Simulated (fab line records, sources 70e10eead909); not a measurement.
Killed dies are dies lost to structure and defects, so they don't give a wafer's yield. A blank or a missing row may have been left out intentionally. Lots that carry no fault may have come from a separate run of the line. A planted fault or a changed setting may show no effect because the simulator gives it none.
fab line records    flow nandHarc
record: lots: 12  wafers: 36  lastDay: 33
route steps=1302 shown A_BONDPAD@1236 HYBRID_BOND@1237 THIN_TSV@1250 END@1302
lots untouched by any fault: they come from a run of this same line in which no faults occurred
startH: hours from the record's opening day to when the first of the lot's shown wafers began    waitH: hours elapsed since this lot's preceding step    " as in the row above    L1.1+2: a single row standing in for several wafers    - no value, or no start was given    * or withheld: withheld    < > ~ a bound
route shown NAME@n: names a module that has steps shown in the file, with the first one's number in the route    usual: mean and standard deviation over wafers with no fault    same: alike in all rows    chamber/n: place in a boat    sites: per-site readings    _std_site: standard deviation across them    _edge_site: mean of outer sites minus mean of inner sites    radiusMm: for every site, how far away it sits from the centre of the wafer    mask NAME#n: copy n    behind: the tool/chamber that last shaped the wafer    hold: why the lot was held/for how many hours/how that ended    device: the transistor (n, p or np) that didn't switch    end of line: tests of these same wafers at the route's end    a step without rows: its recipe alone    killed: dies that structure and defects cost at the first sort, which is not the same as the wafer's yield    map: the dies of a wafer, with x for killed, . for not killed, _ for no die there
set.NAME: the setting the step ran with; set.NAME@STEP: the setting that earlier step ran with    model.NAME: the simulator's own value behind a step, which no gauge read
a sample of lots followed through the steps of the route, with each step as a table and each wafer as a row
services: when a tool's chamber went out of use (startH, in hours from the record's first day, below 0 if earlier), for how many hours, and the reason
== steps ==
step: NHARC_A_BONDPAD_INSPECT_23
usual: rawDefectCount: 576/150
lot.wafer  tool              chamber  startH  waitH  rawDefectCount
L601.3     defectInspect-01  -        558.26  0.1    961
L601.4     "                 -        "       "      657
L601.6     "                 -        "       "      672
L600.1     defectInspect-02  -        559.50  0.0    484
L600.4     "                 -        "       "      297
L600.5     "                 -        "       "      373
L599.1     defectInspect-01  -        561.20  0.0    900
L599.4     "                 -        "       "      975
L599.5     "                 -        "       "      728
L602.2     defectInspect-02  -        570.15  0.0    472
L602.3     "                 -        "       "      397
L602.5     "                 -        "       "      400
L603.1     defectInspect-02  -        593.59  0.0    551
L603.3     "                 -        "       "      428
L603.6     "                 -        "       "      520
L604.1     defectInspect-01  -        598.82  0.0    551
L604.4     "                 -        "       "      571
L604.6     "                 -        "       "      504
L609.1     defectInspect-01  -        640.99  0.0    428
L609.2     "                 -        "       "      529
L609.3     "                 -        "       "      502
L615.2     defectInspect-01  -        699.79  0.0    637
L615.3     "                 -        "       "      552
L615.6     "                 -        "       "      1062
L617.3     defectInspect-01  -        720.70  0.0    661
L617.4     "                 -        "       "      765
L617.6     "                 -        "       "      647
L616.4     defectInspect-02  -        732.63  0.0    669
L616.5     "                 -        "       "      807
L616.6     "                 -        "       "      528
L618.1     defectInspect-01  -        744.25  0.0    678
L618.2     "                 -        "       "      465
L618.4     "                 -        "       "      523
L621.2     defectInspect-02  -        768.34  0.0    437
L621.4     "                 -        "       "      454
L621.5     "                 -        "       "      584
step: NHARC_HYBRID_BOND_ACTIVATE_00
recipe: timeS: 60  n2FlowSccm: 200  arFlowSccm: 0  biasPowerW: 0  chemistry: N2
usual: drypumpMotorCurrentA: 5.66/0.28  oesProductAu: 1.001/0.0098  rfVppV: 64.3/0.89  showerheadPlenumPTorr: 1.81/0.065
lot.wafer  tool        chamber  startH  waitH  drypumpMotorCurrentA  oesProductAu  rfHoursCounterH  rfVppV  showerheadPlenumPTorr
L601.3     rieDiel-11  2        558.35  0.1    5.35                  1.009         10               64.0    1.78
L601.4     "           3        "       "      5.79                  0.985         9                64.5    1.89
L601.6     "           1        "       "      5.58                  1.004         -                64.2    1.89
L600.1     rieDiel-11  0        559.58  0.1    5.65                  1.003         8                65.1    1.77
L600.4     "           1        "       "      5.58                  1.011         9                64.2    1.89
L600.5     "           0        "       "      5.64                  1.007         -                63.3    1.77
L599.1     rieDiel-11  0        561.26  0.1    5.67                  1.010         8                64.0    1.77
L599.4     "           2        "       "      5.35                  1.005         10               64.6    1.78
L599.5     "           0        "       "      5.66                  1.012         -                64.7    1.77
L602.3     rieDiel-09  2        570.23  0.1    6.36                  1.001         19               64.0    1.83
L602.2     "           0        "       "      6.21                  0.972         17               63.7    1.88
L602.5     "           1        "       "      5.46                  1.004         -                64.3    1.77
L603.3     rieDiel-11  3        593.68  0.1    5.80                  1.005         12               64.6    1.89
L603.1     "           0        "       "      5.66                  1.010         11               64.7    1.76
L603.6     "           1        "       "      5.57                  1.017         -                64.7    1.89
L604.1     rieDiel-09  0        598.91  0.1    6.22                  0.989         27               65.1    1.88
L604.4     "           1        "       "      5.49                  1.010         31               65.4    1.77
L604.6     "           2        "       "      6.34                  1.000         -                65.0    1.82
L609.1     rieDiel-13  1        641.07  0.1    5.90                  1.007         30               64.6    1.80
L609.2     "           2        "       "      5.80                  1.008         34               63.9    1.68
L609.3     "           3        "       "      5.92                  1.010         39               65.2    1.76
L615.3     rieDiel-11  0        699.85  0.1    5.66                  0.995         7                66.0    1.76
L615.2     "           2        "       "      5.36                  1.008         7                63.8    1.78
L615.6     "           1        "       "      5.54                  0.995         -                63.8    1.89
L617.3     rieDiel-11  3        720.76  0.1    5.79                  0.993         8                64.0    1.88
L617.4     "           2        "       "      5.34                  1.004         9                63.7    1.78
L617.6     "           3        "       "      5.78                  0.985         -                63.5    1.88
L616.4     rieDiel-11  1        732.73  0.1    5.56                  0.998         10               65.1    1.88
L616.5     "           2        "       "      5.32                  1.018         -                64.1    1.78
L616.6     "           3        "       "      5.79                  0.991         -                64.8    1.88
L618.1     rieDiel-09  2        744.31  0.1    6.36                  1.006         21               65.0    1.81
L618.4     "           3        "       "      4.90                  1.001         25               63.4    1.66
L618.2     "           1        "       "      5.49                  1.012         20               64.2    1.76
L621.4     rieDiel-11  2        768.40  0.1    5.28                  1.015         12               64.5    1.78
L621.2     "           1        "       "      5.55                  1.013         13               64.9    1.88
L621.5     "           2        "       "      5.30                  1.014         -                64.7    1.78
step: NHARC_THIN_TSV_DEP_43
recipe: targetThkA: 13285  tempC: withheld  pressureTorr: 6.5  rfW: 900  teosFlowSccm: 161.4  flowSccm: 2650  targetThkNm: 1328.5  gas: O2  material: SiO2
usual: throttleValvePct: 16.2/0.44
lot.wafer  tool      chamber  startH  waitH  throttleValvePct
L601.3     pecvd-01  1        569.69  -      16.2
L601.4     "         1        "       "      16.4
L601.6     "         2        "       "      16.1
L600.1     pecvd-04  1        570.88  -      16.5
L600.4     "         0        "       "      16.0
L600.5     "         2        "       "      16.4
L599.1     pecvd-02  2        572.08  -      16.3
L599.4     "         2        "       "      16.1
L599.5     "         0        "       "      16.8
L602.2     pecvd-02  2        582.25  -      16.2
L602.3     "         0        "       "      16.5
L602.5     "         1        "       "      15.7
L603.1     pecvd-04  0        605.09  -      16.0
L603.3     "         1        "       "      16.1
L603.6     "         0        "       "      15.9
L604.1     pecvd-02  1        613.49  -      15.4
L604.4     "         2        "       "      16.2
L604.6     "         0        "       "      17.2
L609.2     pecvd-04  0        653.07  -      15.7
L609.1     "         1        "       "      16.0
L609.3     "         2        "       "      15.9
L615.2     pecvd-02  2        712.92  -      16.4
L615.3     "         1        "       "      15.5
L615.6     "         0        "       "      17.2
L617.3     pecvd-04  2        732.29  -      16.2
L617.4     "         1        "       "      15.8
L617.6     "         2        "       "      16.3
L616.4     pecvd-04  1        751.12  -      15.7
L616.5     "         2        "       "      16.3
L616.6     "         0        "       "      16.0
L618.1     pecvd-01  0        757.66  -      16.8
L618.2     "         2        "       "      16.6
L618.4     "         0        "       "      16.4
L621.2     pecvd-04  1        779.75  -      16.0
L621.4     "         1        "       "      16.1
L621.5     "         0        "       "      15.9
step: NHARC_THIN_TSV_ETCH_59
recipe: targetDepthA: 8800  icpW: 900  biasW: 100  Cl2_flow_sccm: 60  bcl3FlowSccm: 30  timeS: 138.1  chemistry: Cl2/BCl3
usual: chamberPressureMTorr: 9.999/0.0084  drypumpMotorCurrentA: 5.8/0.45  mfcCl2Sccm: 60.01/0.19  oesProductAu: 1.002/0.0089  throttleValvePct: 22.264/0.0085
lot.wafer  tool         chamber  startH  waitH  chamberPressureMTorr  drypumpMotorCurrentA  mfcCl2Sccm  oesProductAu  rfHoursCounterH  throttleValvePct
L601.4     rieMetal-03  0        576.58  0.2    10.008                5.6                   59.87       0.996         -                22.274
L601.3     "            1        "       "      9.993                 5.6                   60.06       1.000         -                22.247
L601.6     "            0        "       "      10.011                5.6                   60.26       0.999         -                22.261
L600.1     rieMetal-02  0        577.92  0.2    10.002                5.3                   59.91       0.995         1.7              22.249
L600.4     "            0        "       "      10.007                5.3                   60.11       1.003         -                22.249
L600.5     "            1        "       "      10.010                6.6                   59.92       0.994         -                22.258
L599.1     rieMetal-03  1        579.00  0.2    9.988                 5.6                   59.99       0.995         1.0              22.259
L599.4     "            1        "       "      10.002                5.6                   59.98       0.989         -                22.271
L599.5     "            1        "       "      9.996                 5.6                   60.17       0.991         -                22.266
L602.2     rieMetal-03  1        589.41  0.1    10.012                5.6                   60.15       1.005         1.3              22.272
L602.3     "            1        "       "      10.000                5.5                   60.01       0.993         -                22.256
L602.5     "            1        "       "      9.994                 5.6                   60.04       1.000         -                22.265
L603.1     rieMetal-01  0        612.32  0.1    9.990                 5.5                   60.13       0.998         0.3              22.251
L603.3     "            0        "       "      9.995                 5.5                   60.18       0.993         -                22.270
L603.6     "            0        "       "      10.005                5.5                   59.99       0.997         -                22.280
L604.1     rieMetal-03  1        620.15  0.1    9.985                 5.5                   59.80       1.011         1.7              22.255
L604.4     "            0        "       "      9.988                 5.6                   59.91       0.993         -                22.259
L604.6     "            0        "       "      9.997                 5.6                   59.57       1.003         -                22.254
L609.1     rieMetal-03  1        660.50  0.1    9.993                 5.6                   60.10       1.006         2.2              22.261
L609.2     "            0        "       "      9.995                 5.6                   59.95       0.995         2.2              22.256
L609.3     "            0        "       "      9.994                 5.6                   60.07       0.997         -                22.260
L615.2     rieMetal-02  0        719.99  0.1    9.998                 5.3                   60.04       1.015         1.3              22.271
L615.3     "            0        "       "      10.003                5.3                   59.82       1.008         -                22.271
L615.6     "            0        "       "      9.994                 5.4                   59.88       1.007         -                22.254
L617.4     rieMetal-01  1        739.06  0.2    9.998                 5.8                   59.91       1.010         -                22.269
L617.3     "            0        "       "      10.004                5.5                   60.26       0.988         -                22.249
L617.6     "            1        "       "      10.011                5.8                   59.97       1.001         -                22.275
L616.4     rieMetal-02  1        758.11  0.2    9.990                 6.7                   60.03       1.013         -                22.260
L616.5     "            0        "       "      10.004                5.3                   60.04       1.016         -                22.262
L616.6     "            1        "       "      10.017                6.7                   59.96       1.014         -                22.268
L618.1     rieMetal-01  0        765.15  0.1    9.992                 5.5                   60.13       0.995         0.0              22.258
L618.2     "            1        "       "      10.001                5.9                   60.06       1.008         0.0              22.269
L618.4     "            0        "       "      9.994                 5.5                   59.91       0.998         -                22.267
L621.2     rieMetal-03  1        787.25  0.1    9.993                 5.6                   60.03       1.020         1.4              22.279
L621.4     "            1        "       "      10.006                5.6                   60.35       1.007         -                22.267
L621.5     "            0        "       "      10.001                5.6                   59.68       0.997         -                22.265
step: NHARC_END_SORT_01
recipe: tempC: 25
usual: defectLimitedYield: 90.6/2.6  killedAtArray: 58/18  killedAtOther: 1.0/1.5  killedAtPeriphery: 4/3.1  killedDies: 64/18  killedOpen: 3.4/1.9  killedShort: 2.7/1.7
same: grossDies: 677
lot.wafer  tool       chamber  startH  waitH  defectLimitedYield[%]  killedAtArray  killedAtOther  killedAtPeriphery  killedDies  killedOpen  killedShort
L604.4     prober-01  0        631.28  3.4    86.6                   90             1              0                  91          1           3
L604.6     prober-01  0        632.88  4.0    86.4                   92             0              0                  92          2           0
L615.2     prober-02  0        729.72  2.8    87.0                   82             2              4                  88          6           4
L615.3     prober-02  0        730.52  3.1    90.1                   60             1              6                  67          3           0
L615.6     prober-02  0        732.91  4.0    76.4                   64             94             2                  160         0           3
killed by level:class
L604.4 A_CHANNEL_HOLE_D1:chamberFilmFlake=31 A_SLIT:chamberFilmFlake=25 A_CHANNEL_HOLE_D2:chamberFilmFlake=17 A_CONTACT:chamberFilmFlake=6 A_CHANNEL_FILL_D1:chamberFilmFlake=3 A_SOURCE_PLATE:geometricParticle:short=1 A_DECK1_JOINT:geometricParticle:open=1 A_CHANNEL_HOLE_D2:geometricParticle:short=1
L604.6 A_CHANNEL_HOLE_D2:chamberFilmFlake=30 A_CHANNEL_HOLE_D1:chamberFilmFlake=28 A_SLIT:chamberFilmFlake=23 A_CONTACT:chamberFilmFlake=5 A_DECK1_JOINT:chamberFilmFlake=3 A_SOURCE_PLATE:geometricParticle:open=1 A_WL_FILL:geometricParticle:open=1 A_STAIRCASE:chamberFilmFlake=1
L615.2 A_SLIT:chamberFilmFlake=27 A_CHANNEL_HOLE_D2:chamberFilmFlake=20 A_CONTACT:chamberFilmFlake=11 A_CHANNEL_HOLE_D1:chamberFilmFlake=6 A_STAIRCASE:chamberFilmFlake=4 P_M2:chamberFilmFlake=3 A_DECK1_JOINT:geometricParticle:open=2 A_WL_FILL:geometricParticle:open=2
L615.3 A_SLIT:chamberFilmFlake=29 A_CHANNEL_HOLE_D2:chamberFilmFlake=13 A_CHANNEL_HOLE_D1:chamberFilmFlake=7 A_CONTACT:chamberFilmFlake=5 A_STAIRCASE:chamberFilmFlake=4 P_M2:chamberFilmFlake=2 P_M0:geometricParticle:open=1 A_CHANNEL_FILL_D2:geometricParticle:open=1
L615.6 THIN_TSV:unspecified=94 A_SLIT:chamberFilmFlake=29 A_CHANNEL_HOLE_D2:chamberFilmFlake=12 A_CONTACT:chamberFilmFlake=6 A_STAIRCASE:chamberFilmFlake=5 A_CHANNEL_HOLE_D1:chamberFilmFlake=4 A_CHANNEL_FILL_D1:chamberFilmFlake=2 A_CHANNEL_FILL_D2:chamberFilmFlake=2
== services ==
tool         chamber  startH  hours  kind
rieDiel-11   0        534.41  1.7    repair
rieMetal-03  -        562.61  0.9    repair
rieMetal-01  -        575.00  9.0    pm
pecvd-02     -        589.32  13.0   pm
rieDiel-11   -        609.50  9.0    pm
pecvd-04     -        631.00  13.0   pm
rieMetal-02  -        632.15  9.0    pm
rieMetal-01  -        656.80  0.9    repair
rieDiel-09   3        667.84  3.0    repair
pecvd-02     -        669.94  1.5    repair
rieDiel-09   -        672.22  0.8    repair
rieDiel-09   -        674.73  9.0    pm
pecvd-02     0        686.03  11.0   repair
rieMetal-01  -        694.77  0.6    repair
rieMetal-03  -        696.00  9.0    pm
pecvd-02     -        706.56  0.3    repair
rieMetal-03  -        734.03  0.8    repair
pecvd-02     -        737.56  0.8    repair
pecvd-02     -        741.16  1.3    repair
rieMetal-01  -        752.00  9.0    pm
pecvd-04     0        755.89  17.4   repair
rieMetal-03  0        766.29  5.1    repair
pecvd-02     -        770.32  13.0   pm
rieDiel-11   -        786.50  9.0    pm
== key ==
firstSign: step: NHARC_END_SORT_01  reading: killedAtOther  direction: up  sigmas: 61  usual: 1.0  struck: 94
effect: step: NHARC_END_SORT_01  reading: defectLimitedYield  direction: down  sigmas: 5.4  usual: 90.6  struck: 76.4
moreKillsBornAt: NHARC_THIN_TSV_DEP_43@pecvd-02: 94
metAt NHARC_THIN_TSV_DEP_43
struckLots L615
struckWafers L615.6
notActingAt NHARC_A_BONDPAD_INSPECT_23,NHARC_HYBRID_BOND_ACTIVATE_00,NHARC_THIN_TSV_ETCH_59
onsetBetween 613.49 712.92
fault: kind: chamberParticleSource  tool: pecvd-02  chamber: 0  onsetH: 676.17  steps: NHARC_THIN_TSV_DEP_43  ratePerVisitCm2: 1.1084  endH: 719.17
